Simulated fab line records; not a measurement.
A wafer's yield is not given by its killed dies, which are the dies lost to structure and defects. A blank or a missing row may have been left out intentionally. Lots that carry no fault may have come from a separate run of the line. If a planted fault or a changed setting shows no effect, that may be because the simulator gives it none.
Split-lot trial ; flow n5_finfet ; 39 wafers read from 7 lots, route of 1938 steps

## THE SPLIT ITSELF
At N5_BEOL_M8_DESCUM_16 (chemistry O2, time 7.9 s), the setting time_s was moved away from the recipe's 7.9 s on 12 of the 39 wafers read, by -16.9% to +48.1%. For the rest of the wafers, this setting stayed at what the recipe calls for.

The file shows no step between the split and the reading.

## THE READING
CAR-ArF_of_BEOL_M8_COAT_05.thk_nm (the simulator's own value, which no gauge read), in nm, at N5_BEOL_M8_ETCH_61 (etches SiARC in CF4, target depth 45.5 nm, time 75.8 s). There is no usual value for it anywhere in the file. Average 51.0 nm, standard deviation 0.2 nm, over the 27 wafers here run with the recipe.

wafer;tool, chamber at the split;time_s as run, s;against the recipe;CAR-ArF_of_BEOL_M8_COAT_05.thk_nm, nm;against lot-mates on the recipe
L074.1;rie_diel-04, 1;7.9;recipe;51;-
L074.2;rie_diel-04, 2,3,0;11.7;+48.1%;48.4;-2.7
L074.4;rie_diel-04, 2,3,0;11.7;+48.1%;48.4;-2.7
L074.3;rie_diel-04, 2,3,0;11.7;+48.1%;48.2;-2.9
L074.5;rie_diel-04, 1,2;7.9;recipe;51.2;-
L074.6;rie_diel-04, 1,2;7.9;recipe;51.2;-
L077.3;rie_diel-02, 2,3;7.9;recipe;51.4;-
L077.4;rie_diel-02, 1;7.9;recipe;51;-
L077.6;rie_diel-02, 2,3;7.9;recipe;51.2;-
L078.1;rie_diel-04, 1;7.9;recipe;50.8;-
L078.2;rie_diel-04, 2,3,0,3,2;7.9;recipe;51.2;-
L078.4;rie_diel-04, 2,3,0,3,2;7.9;recipe;51.2;-
L078.5;rie_diel-04, 2,3,0,3,2;7.9;recipe;51.2;-
L078.3;rie_diel-04, 2,3,0,3,2;7.9;recipe;51;-
L078.6;rie_diel-04, 2,3,0,3,2;7.9;recipe;51;-
L081.1;rie_diel-02, 2;10.66;+34.9%;49.4;-1.3
L081.2;rie_diel-02, 0,3;7.9;recipe;50.6;-
L081.3;rie_diel-02, 0,3;7.9;recipe;50.6;-
L081.4;rie_diel-02, 1;7.9;recipe;51;-
L081.5;rie_diel-02, 0,1;10.66;+34.9%;49;-1.7
L081.6;rie_diel-02, 0,1;10.66;+34.9%;49;-1.7
L082.1;rie_diel-03, 0,1;7.9;recipe;51;-
L082.2;rie_diel-03, 3;7.9;recipe;51;-
L082.3;rie_diel-03, 0,1;7.9;recipe;51;-
L082.4;rie_diel-03, 1,0;9.673;+22.4%;49.8;-1.2
L082.6;rie_diel-03, 1,0;9.673;+22.4%;49.8;-1.2
L082.5;rie_diel-03, 3;9.673;+22.4%;49.4;-1.6
L089.1;rie_diel-04, 1,0,3,0;7.9;recipe;51;-
L089.2;rie_diel-04, 2;7.9;recipe;51;-
L089.3;rie_diel-04, 1,0,3,0;7.9;recipe;50.8;-
L089.4;rie_diel-04, 1,0,3,0;7.9;recipe;50.8;-
L089.6;rie_diel-04, 1,0,3,0;7.9;recipe;50.8;-
L089.5;rie_diel-04, 3;7.9;recipe;50.6;-
L093.1;rie_diel-03, 0;7.9;recipe;51.2;-
L093.2;rie_diel-03, 3,1;7.9;recipe;50.8;-
L093.3;rie_diel-03, 3,1;7.9;recipe;51;-
L093.4;rie_diel-03, 2,1;6.568;-16.9%;51.8;+0.8
L093.5;rie_diel-03, 2,1;6.568;-16.9%;51.6;+0.6
L093.6;rie_diel-03, 0;6.568;-16.9%;51.6;+0.6
If several chambers appear in one row, that row covers several wafers at once and the file leaves open which wafer was in which chamber.

FIT RESULTS
A straight line over all 39 wafers: CAR-ArF_of_BEOL_M8_COAT_05.thk_nm changes by -0.0533 nm for each +1% of time_s; r = -0.98; the points scatter about the line by 0.2 nm.
The same after taking each lot's own level away (the mean of its wafers on the recipe; 39 wafers): -0.053 nm for each +1%; r = -0.98; scatter 0.19 nm.
Per that fit: largest time_s move, reading shift of 2.6 nm.
The span of the lots' own levels, 50.73 to 51.20 nm, comes to 2.3 times the standard deviation stated above.
Consequently the slope shifts little with the lot-to-lot level, the two slopes agreeing.
Check: for one of the wafers moved furthest among these (+48.1%), held out of the fit, the line's prediction against its lot-mates is -2.55 nm. Against them it came out at -2.73 nm.

## ADDITIONAL SPLITS CARRIED BY THESE WAFERS
These wafers also went through other splits before the reading. Each is held against what the fit with the lots' levels taken away leaves over:
other split on the same wafers;wafers away from the commonest value;r with CAR-ArF_of_BEOL_M8_COAT_05.thk_nm (lot level and that fit taken away)
N5_ZERO_LAYER_DEVELOP_10 develop_time_s;15;-0.23
N5_FIN_CUT_CUT_ETCH_15 target_depth_a;12;-0.14
N5_SD_EPI_P_EPI_21 epi_growth_time_s;12;-0.09
N5_MOL_CONTACT_COAG_ALD_133 ald_cycles;18;+0.00
N5_BEOL_M1_DEP_57 target_thk_a;12;-0.06

## THE WHOLE CHAIN: every reading that the file lists as answering this split, in the file's order
step;what it does;reading;change (the file's fit);r (the file's)
N5_BEOL_M8_DESCUM_16;chemistry O2, time 7.9 s;CAR-ArF_of_BEOL_M8_COAT_05.thk_nm (the simulator's own value, which no gauge read);-0.0534 nm for each +1% of the setting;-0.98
N5_BEOL_M8_ETCH_61;etches SiARC in CF4, target depth 45.5 nm, time 75.8 s;CAR-ArF_of_BEOL_M8_COAT_05.thk_nm (the simulator's own value, which no gauge read);-0.0536 nm for each +1% of the setting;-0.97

## FILE'S OWN FIT
CAR-ArF_of_BEOL_M8_COAT_05.thk_nm changes by -0.0536 nm for each +1% of time_s, r = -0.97.
